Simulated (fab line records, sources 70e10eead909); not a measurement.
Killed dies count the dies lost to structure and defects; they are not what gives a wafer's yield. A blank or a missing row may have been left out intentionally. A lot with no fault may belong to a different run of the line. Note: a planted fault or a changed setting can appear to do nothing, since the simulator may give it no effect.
fab line records	flow nand_harc
record lots=11	wafers=33	last_day=32
route steps=1302 shown A_CHANNEL_HOLE_D1@479 A_CHANNEL_FILL_D1@496 END@1302
lots untouched by any fault: they come from a run of this same line in which no faults occurred
start_h: hours from the record's first day to the start of the lot's first wafer shown	wait_h: hours from the lot's prior step to this one	" identical to the entry in the row above	L1.1+2: one row covering several wafers at once	- no value, or no start given	* or withheld: withheld	< > ~ a bound
route shown NAME@n: names a module that has steps shown in the file, with the first one's number in the route	usual: mean/standard deviation of fault-free wafers	same: alike in all rows	chamber/n: place in a boat	sites: per-site readings	_std_site: their standard deviation	_edge_site: outer sites' mean less inner sites'	radius_mm: how far each site lies from the wafer's centre	mask NAME#n: copy n	behind: the most recent tool/chamber to have shaped the wafer	hold: the reason the lot was held/the length of the hold in hours/how it ended	device: whichever transistor did not switch (one of n, p or np)	end of line: tests of these same wafers at the route's end	for a step that has no rows: nothing shown but its recipe	killed: the dies lost at the first sort to structure and to defects; this is not the yield of the wafer	map: shows each die of a wafer: x if killed, . if not, _ if none is there
set.NAME: the setting as run; set.NAME@STEP: as run at that earlier step	model.NAME: the simulator's own value behind a step, which no gauge read
a sample of lots followed through the steps of the route, with each step as a table and each wafer as a row
services: the hour from which a tool's chamber was out of use, counted from the record's first day as start_h (under 0 if before that day), plus the number of hours and why
## steps
# step NHARC_A_CHANNEL_HOLE_D1_ETCH_33
# recipe bias_v=400	source_w=2000	pressure_mtorr=25	time_s=90	ar_flow_sccm=375	c4f8_flow_sccm=41.7	o2_flow_sccm=83.3	temp_c=-20	target_depth_a=4000	chemistry=C4F8/O2/Ar
# usual drypump_motor_current_A=5.49/0.24	rf_fwd_power_W=1988/7.2	showerhead_plenum_p_Torr=3.73/0.056	temp_c=-19.99/0.093	throttle_valve_pct=27.620/0.0081
lot.wafer	tool	chamber	start_h	wait_h	drypump_motor_current_A	rf_fwd_power_W	rf_hours_counter_h	showerhead_plenum_p_Torr	temp_c	throttle_valve_pct
L739.2	har_etch-02	0	213.95	0.2	5.75	1986	310	3.66	-19.93	27.617
L739.4	"	0	"	"	5.77	1995	-	3.66	-20.07	27.613
L739.5	"	0	"	"	5.76	1987	-	3.66	-19.93	27.627
L745.3	har_etch-01	1	275.07	0.2	5.48	1985	-	3.74	-19.88	27.622
L745.4	"	0	"	"	5.65	1968	-	3.74	-20.02	27.600
L745.6	"	0	"	"	5.65	1979	-	3.74	-20.03	27.604
L746.1	har_etch-02	1	298.26	0.3	5.05	1999	363	3.77	-20.27	27.627
L746.4	"	1	"	"	5.07	1996	-	3.77	-19.96	27.616
L746.5	"	1	"	"	5.05	2000	-	3.77	-20.03	27.616
L747.2	har_etch-01	1	298.44	0.2	5.50	1989	161	3.73	-20.02	27.613
L747.3	"	1	"	"	5.49	1985	-	3.73	-20.12	27.617
L747.6	"	1	"	"	5.50	1990	-	3.73	-20.13	27.618
L749.2	har_etch-02	1	307.73	0.2	5.05	1999	367	3.77	-19.90	27.627
L749.1	"	0	"	"	5.75	1988	352	3.64	-20.05	27.625
L749.3	"	0	"	"	5.77	1991	-	3.64	-19.94	27.623
L751.2	har_etch-01	0	332.97	0.2	5.65	1986	184	3.72	-20.03	27.630
L751.4	"	0	"	"	5.64	1983	-	3.72	-20.04	27.630
L751.5	"	0	"	"	5.64	1982	-	3.72	-19.96	27.605
L753.2	har_etch-01	0	345.13	0.2	5.62	1980	188	3.72	-19.95	27.616
L753.3	"	0	"	"	5.64	1974	-	3.72	-19.84	27.632
L753.4	"	1	"	"	5.49	1997	-	3.72	-19.97	27.632
L754.2	har_etch-01	0	363.71	0.2	5.64	1978	203	3.71	-19.92	27.610
L754.4	"	0	"	"	5.63	1980	-	3.71	-20.07	27.611
L754.6	"	0	"	"	5.64	1982	-	3.71	-19.94	27.616
L756.1	har_etch-01	0	385.68	0.2	5.65	1993	214	3.70	-19.97	27.626
L756.2	"	1	"	"	5.48	1985	214	3.71	-19.99	27.613
L756.3	"	0	"	"	5.66	1987	-	3.70	-20.10	27.625
L757.1	har_etch-01	1	397.75	0.2	5.48	1994	226	3.70	-20.00	27.615
L757.2	"	0	"	"	5.66	1985	226	3.70	-20.10	27.612
L757.6	"	1	"	"	5.47	1979	-	3.70	-19.92	27.601
L758.1	har_etch-02	0	404.85	0.2	5.76	1992	7	3.98	-20.10	27.618
L758.4	"	1	"	"	5.06	2005	-	3.74	-19.88	27.613
L758.6	"	0	"	"	5.77	1989	-	3.98	-19.99	27.628
# step NHARC_A_CHANNEL_HOLE_D1_ETCH_44
# recipe target_depth_a=1400	overetch_a=140	time_s=77	ion_energy_ev=100	cf4_flow_sccm=80	o2_flow_sccm=20	ar_flow_sccm=0	rf_w=300	bias_w=100	chemistry=CF4/O2
# usual drypump_motor_current_A=5.8/0.55	oes_product_au=1.005/0.014	rf_fwd_power_W=297.7/1	rf_vpp_V=197.4/1.4	showerhead_plenum_p_Torr=1.32/0.058	throttle_valve_pct=13.397/0.0096
lot.wafer	tool	chamber	start_h	wait_h	drypump_motor_current_A	oes_product_au	rf_fwd_power_W	rf_hours_counter_h	rf_vpp_V	showerhead_plenum_p_Torr	throttle_valve_pct
L739.4	rie_diel-10	3	214.67	0.1	5.7	0.982	297.8	53	198.2	1.36	13.402
L739.2	"	1	"	"	5.5	0.991	296.7	49	198.1	1.43	13.392
L739.5	"	3	"	"	5.7	0.973	297.9	-	195.9	1.36	13.398
L745.3	rie_diel-06	3	275.82	0.1	6.2	0.996	295.9	42	196.6	1.31	13.395
L745.6	"	0	"	"	6.1	1.007	297.3	-	198.1	1.31	13.390
L745.4	"	2	"	"	6.3	1.004	297.5	-	196.1	1.23	13.381
L747.3	rie_diel-06	3	299.16	0.1	6.2	1.003	297.0	46	198.3	1.30	13.397
L747.2	"	1	"	"	5.5	1.018	296.1	33	197.6	1.28	13.385
L747.6	"	3	"	"	6.2	0.992	296.9	-	197.4	1.31	13.403
L746.1	rie_diel-10	0	299.20	0.1	5.0	1.000	297.9	12	199.7	1.44	13.392
L746.4	"	2	"	"	5.1	1.013	297.5	11	200.6	1.44	13.410
L746.5	"	1	"	"	5.5	1.008	297.6	-	200.5	1.43	13.387
L749.1	rie_diel-10	3	308.48	0.1	5.7	0.995	298.2	18	198.1	1.35	13.398
L749.2	"	0	"	"	5.0	1.005	298.1	16	199.9	1.44	13.402
L749.3	"	1	"	"	5.5	1.001	298.3	18	198.8	1.43	13.391
L751.2	rie_diel-07	0	333.71	0.1	6.6	1.023	298.2	2	195.8	1.27	13.406
L751.4	"	1	"	"	5.3	0.999	297.2	2	197.8	1.29	13.385
L751.5	"	1	"	"	5.3	0.983	297.4	-	197.1	1.29	13.400
L753.2	rie_diel-07	3	345.87	0.1	6.2	1.000	298.2	3	197.7	1.35	13.408
L753.4	"	0	"	"	6.6	1.007	297.2	3	195.7	1.27	13.386
L753.3	"	2	"	"	5.2	0.988	301.7	4	197.6	1.28	13.408
L754.2	rie_diel-07	0	364.45	0.1	6.6	1.018	296.9	4	196.6	1.27	13.400
L754.4	"	3	"	"	6.2	1.018	296.9	4	197.6	1.35	13.411
L754.6	"	0	"	"	6.6	1.019	295.8	-	197.2	1.27	13.384
L756.3	rie_diel-07	0	386.48	0.1	6.6	1.003	296.5	6	196.4	1.27	13.401
L756.2	"	1	"	"	5.3	0.988	296.8	6	195.5	1.29	13.409
L756.1	"	2	"	"	5.2	0.977	296.6	7	198.0	1.28	13.389
L757.1	rie_diel-10	1	398.50	0.1	5.5	0.999	298.9	51	199.2	1.42	13.414
L757.2	"	0	"	"	4.9	1.004	294.4	48	200.0	1.43	13.396
L757.6	"	2	"	"	5.1	1.010	299.1	-	199.7	1.44	13.386
L758.1	rie_diel-07	3	405.59	0.1	6.2	1.019	295.8	8	197.8	1.35	13.388
L758.4	"	2	"	"	5.2	0.987	298.4	9	195.7	1.28	13.399
L758.6	"	0	"	"	6.6	1.015	298.2	-	197.2	1.27	13.384
# step NHARC_A_CHANNEL_FILL_D1_ALD_16
# recipe target_thk_a=15	pulse_time_s=10	ald_cycles=15	temp_c=300	material=SiO2
# usual heater_power_w=493/45	precursor_pulse_height_rel=1.001/0.02
# same pulse_time_s=10
lot.wafer	tool	chamber	start_h	wait_h	heater_power_w	precursor_pulse_height_rel
L739.4	ald_hk-04	0	228.08	0.1	493	1.002
L739.2	"	1	"	"	431	1.043
L739.5	"	3	"	"	503	1.032
L745.3	ald_hk-03	2	289.69	0.3	494	0.945
L745.4	"	3	"	"	569	1.021
L745.6	"	3	"	"	569	1.028
L747.3	ald_hk-03	1	312.56	0.1	562	0.966
L747.2	"	2	"	"	469	0.994
L747.6	"	3	"	"	580	0.970
L746.4	ald_hk-04	1	312.56	0.1	409	1.001
L746.1	"	2	"	"	479	1.019
L746.5	"	0	"	"	465	1.014
L749.2	ald_hk-03	0	321.59	0.1	534	1.027
L749.1	"	2	"	"	493	0.973
L749.3	"	3	"	"	582	0.990
L751.2	ald_hk-02	3	346.89	1.1	480	0.995
L751.4	"	1	"	"	448	1.011
L751.5	"	3	"	"	474	0.992
L753.2	ald_hk-02	3	360.16	0.0	459	0.996
L753.4	"	0	"	"	446	0.980
L753.3	"	2	"	"	564	1.042
L754.4	ald_hk-02	0	377.86	0.0	450	0.958
L754.2	"	2	"	"	564	0.990
L754.6	"	1	"	"	458	0.966
L756.2	ald_hk-02	0	400.12	0.2	460	1.033
L756.3	"	2	"	"	562	1.003
L756.1	"	3	"	"	461	1.009
L757.1	ald_hk-02	3	411.89	0.1	457	0.968
L757.2	"	1	"	"	448	1.007
L757.6	"	2	"	"	567	1.021
L758.1	ald_hk-04	0	419.89	0.1	496	1.004
L758.4	"	1	"	"	424	1.015
L758.6	"	3	"	"	487	1.006
# step NHARC_A_CHANNEL_FILL_D1_CMP_10
# recipe target_thk_nm=150
# usual edge_zone_pressure_frac=0.999/0.0049	motor_current_A=11.4/0.91	retaining_ring_pressure_frac=1.000/0.0052	slurry_flow_ml_min=150.0/0.52	time_to_endpoint_s=14.5/2.6
lot.wafer	tool	chamber	start_h	wait_h	edge_zone_pressure_frac	motor_current_A	retaining_ring_pressure_frac	slurry_flow_ml_min	time_to_endpoint_s
L739.2	cmp-01	1	265.23	0.4	0.999	10.6	0.997	150.3	19.0
L739.4	"	2	"	"	1.000	11.9	0.988	150.6	13.2
L739.5	"	1	"	"	1.010	10.4	1.002	150.5	20.6
L745.4	cmp-03	3	328.35	0.4	-	-	-	-	-
L745.3	"	0	"	"	-	-	-	-	-
L745.6	"	3	"	"	-	-	-	-	-
L746.4	cmp-03	2	347.70	0.4	-	-	-	-	-
L746.1	"	0	"	"	-	-	-	-	-
L746.5	"	1	"	"	-	-	-	-	-
L747.2	cmp-01	3	351.29	0.4	-	-	-	-	-
L747.3	"	1	"	"	-	-	-	-	-
L747.6	"	2	"	"	-	-	-	-	-
L749.1	cmp-02	1	357.19	0.4	0.995	11.5	1.000	150.1	11.7
L749.2	"	2	"	"	1.001	12.7	1.008	149.8	12.4
L749.3	"	3	"	"	1.001	9.5	0.999	150.3	11.1
L751.2	cmp-02	2	384.20	0.4	0.997	12.6	1.006	150.1	16.8
L751.4	"	3	"	"	0.994	9.6	0.998	150.6	13.0
L751.5	"	2	"	"	0.993	13.0	1.001	150.7	15.2
L753.2	cmp-01	0	397.86	0.4	1.011	10.6	1.007	150.0	11.5
L753.4	"	1	"	"	0.999	10.3	0.992	149.7	20.6
L753.3	"	3	"	"	1.002	11.2	1.002	148.6	12.9
L754.4	cmp-01	3	416.65	0.4	0.992	11.1	1.000	150.2	11.1
L754.2	"	0	"	"	1.003	10.8	0.995	151.1	11.8
L754.6	"	1	"	"	1.004	9.8	0.997	149.7	17.6
L756.1	cmp-01	3	435.45	0.4	0.998	11.0	0.994	151.1	10.0
L756.2	"	0	"	"	1.001	11.5	1.002	150.1	9.1
L756.3	"	2	"	"	0.999	11.5	0.997	150.2	12.5
L757.1	cmp-01	3	447.04	0.4	0.993	12.1	0.999	150.2	10.9
L757.2	"	0	"	"	0.998	11.0	0.994	150.5	10.7
L757.6	"	2	"	"	0.999	11.6	1.009	150.0	10.5
L758.4	cmp-01	2	455.74	0.4	1.003	11.6	0.995	149.8	11.8
L758.1	"	3	"	"	1.000	11.2	1.006	149.6	10.7
L758.6	"	1	"	"	1.000	9.9	1.001	149.5	18.3
# step NHARC_END_SORT_01
# recipe temp_c=25
# usual killed_at_array=56/19	killed_at_other=0.6/1	killed_at_periphery=3.9/2.7	killed_dies=61/19	killed_open=3.3/1.9	killed_short=2.4/1.7
# same gross_dies=677
lot.wafer	tool	chamber	start_h	wait_h	killed_at_array	killed_at_other	killed_at_periphery	killed_dies	killed_open	killed_short
L745.3	prober-01	0	654.64	3.1	675	0	2	677	4	3
L745.4	prober-01	0	655.45	3.4	675	0	2	677	3	1
L745.6	prober-01	0	657.07	4.0	672	3	2	677	4	1
L746.1	prober-02	0	666.52	2.5	672	2	3	677	2	4
L746.4	prober-02	0	668.91	3.4	674	1	2	677	6	5
L746.5	prober-02	0	669.71	3.7	673	2	2	677	2	0
L747.2	prober-01	0	684.00	2.8	673	0	4	677	2	0
L747.3	prober-01	0	684.80	3.1	673	0	4	677	6	3
L747.6	prober-01	0	687.18	4.0	674	0	3	677	5	2
# killed by level:class
L745.3 A_CHANNEL_FILL_D1:area_cmp=642 A_CHANNEL_HOLE_D2:chamber_film_flake=15 A_CHANNEL_HOLE_D1:chamber_film_flake=7 P_CONTACT:geometric_particle:open=2 A_CHANNEL_FILL_D2:chamber_film_flake=2 A_STAIRCASE:chamber_film_flake=2 A_CHANNEL_HOLE_D1:geometric_particle:open=1 A_CHANNEL_HOLE_D1:geometric_particle:short=1
L745.4 A_CHANNEL_FILL_D1:area_cmp=650 A_CHANNEL_HOLE_D2:chamber_film_flake=11 A_CHANNEL_FILL_D2:chamber_film_flake=5 A_DECK1_JOINT:chamber_film_flake=3 P_M1:geometric_particle:open=1 A_CHANNEL_FILL_D2:geometric_particle:open=1 A_WL_FILL:geometric_particle:open=1 A_BLC:geometric_particle:short=1
L745.6 A_CHANNEL_FILL_D1:area_cmp=640 A_CHANNEL_HOLE_D2:chamber_film_flake=16 A_CHANNEL_FILL_D2:chamber_film_flake=5 A_SLIT:chamber_film_flake=5 A_CHANNEL_HOLE_D1:chamber_film_flake=2 A_CONTACT:chamber_film_flake=2 THIN_TSV:chamber_film_flake=2 P_GATE:geometric_particle:open=1
L746.1 A_CHANNEL_FILL_D1:area_cmp=601 A_CHANNEL_HOLE_D1:chamber_film_flake=28 A_SLIT:chamber_film_flake=19 A_CHANNEL_HOLE_D2:chamber_film_flake=7 A_CONTACT:chamber_film_flake=5 A_CHANNEL_FILL_D2:geometric_particle:open=2 P_GATE:chamber_film_flake=2 A_DECK1_JOINT:chamber_film_flake=2
L746.4 A_CHANNEL_FILL_D1:area_cmp=587 A_CHANNEL_HOLE_D1:chamber_film_flake=43 A_SLIT:chamber_film_flake=19 A_CHANNEL_HOLE_D2:chamber_film_flake=8 A_M1:chamber_film_flake=3 A_CHANNEL_FILL_D2:geometric_particle:open=2 A_M1:geometric_particle:open=2 A_CONTACT:chamber_film_flake=2
L746.5 A_CHANNEL_FILL_D1:area_cmp=608 A_CHANNEL_HOLE_D1:chamber_film_flake=26 A_SLIT:chamber_film_flake=25 A_CHANNEL_HOLE_D2:chamber_film_flake=5 P_CONTACT:geometric_particle:open=2 A_DECK1_JOINT:chamber_film_flake=2 A_CONTACT:chamber_film_flake=2 A_M1:chamber_film_flake=2
L747.2 A_CHANNEL_FILL_D1:area_cmp=635 A_SLIT:chamber_film_flake=30 A_CHANNEL_HOLE_D1:chamber_film_flake=6 P_GATE:chamber_film_flake=2 P_CONTACT:geometric_particle:open=1 A_CHANNEL_FILL_D2:geometric_particle:open=1 P_ZERO_WELL:chamber_film_flake=1 A_STAIRCASE:chamber_film_flake=1
L747.3 A_CHANNEL_FILL_D1:area_cmp=637 A_SLIT:chamber_film_flake=18 A_CHANNEL_HOLE_D1:chamber_film_flake=8 P_GATE:chamber_film_flake=3 A_CHANNEL_FILL_D1:geometric_particle:open=2 A_CONTACT:geometric_particle:open=2 A_SOURCE_PLATE:geometric_particle:short=1 A_DECK1_JOINT:geometric_particle:open=1
L747.6 A_CHANNEL_FILL_D1:area_cmp=633 A_SLIT:chamber_film_flake=26 A_CHANNEL_HOLE_D1:chamber_film_flake=5 A_M0:geometric_particle:open=3 A_STAIRCASE:chamber_film_flake=2 A_SOURCE_PLATE:geometric_particle:short=1 A_ONON_D2:geometric_particle:short=1 A_CHANNEL_HOLE_D2:geometric_particle:open=1
## services
tool	chamber	start_h	hours	kind
ald_hk-03	-	212.68	10.0	pm
cmp-02	-	226.57	3.5	repair
ald_hk-02	-	226.96	0.2	repair
cmp-02	-	232.50	4.0	pm
ald_hk-02	-	234.62	0.8	repair
rie_diel-10	-	243.00	9.0	pm
rie_diel-06	1	252.93	42.4	repair
cmp-03	-	266.97	4.0	pm
rie_diel-10	2	267.05	8.4	repair
cmp-02	-	276.47	5.8	repair
cmp-01	-	283.61	4.0	pm
rie_diel-10	-	286.71	6.6	repair
rie_diel-06	3	287.12	1.3	repair
rie_diel-07	-	288.93	0.6	repair
rie_diel-07	-	294.20	9.0	pm
ald_hk-02	-	302.21	1.1	repair
rie_diel-10	2	315.87	12.0	repair
cmp-01	-	318.15	0.4	repair
ald_hk-04	-	374.28	0.5	repair
har_etch-02	-	377.00	17.0	pm
cmp-01	-	381.61	4.0	pm
rie_diel-10	-	420.00	9.0	pm
ald_hk-04	-	433.54	10.0	pm
cmp-01	-	435.73	5.5	repair
## key
first_sign step=NHARC_A_CHANNEL_FILL_D1_CMP_10	reading=tool_record	direction=missing
effect step=NHARC_END_SORT_01	reading=killed_dies	direction=up	sigmas=33	usual=61	struck=677
more_kills_born_at NHARC_A_CHANNEL_FILL_D1_CMP_10@cmp-03=3728	NHARC_A_CHANNEL_FILL_D1_CMP_10@cmp-01=1905
met_at NHARC_A_CHANNEL_FILL_D1_CMP_10
struck_lots L745,L746,L747
later_rows_left_out L745.3,L745.4,L745.6,L746.1,L746.4,L746.5,L747.2,L747.3,L747.6
tester_left_out L745,L746,L747
not_acting_at NHARC_A_CHANNEL_HOLE_D1_ETCH_33,NHARC_A_CHANNEL_HOLE_D1_ETCH_44,NHARC_A_CHANNEL_FILL_D1_ALD_16
onset_between 265.23 328.35
fault kind=skipped_step_whole	tool=cmp-01,cmp-03	chamber=-	onset_h=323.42	steps=NHARC_A_CHANNEL_FILL_D1_CMP_10	scope=struck_lots_only
# tester_left_out: of these lots the tester's yield and bins aren't shown, on N5 and GAA mostly nor the transistor test; their killed dies are dies lost to structure and defects alone, not to doping, threshold or leakage, so they don't give the yield
# later_rows_left_out: the simulator's readings of these wafers behind a module that went badly wrong aren't trusted and aren't shown, but for the sort
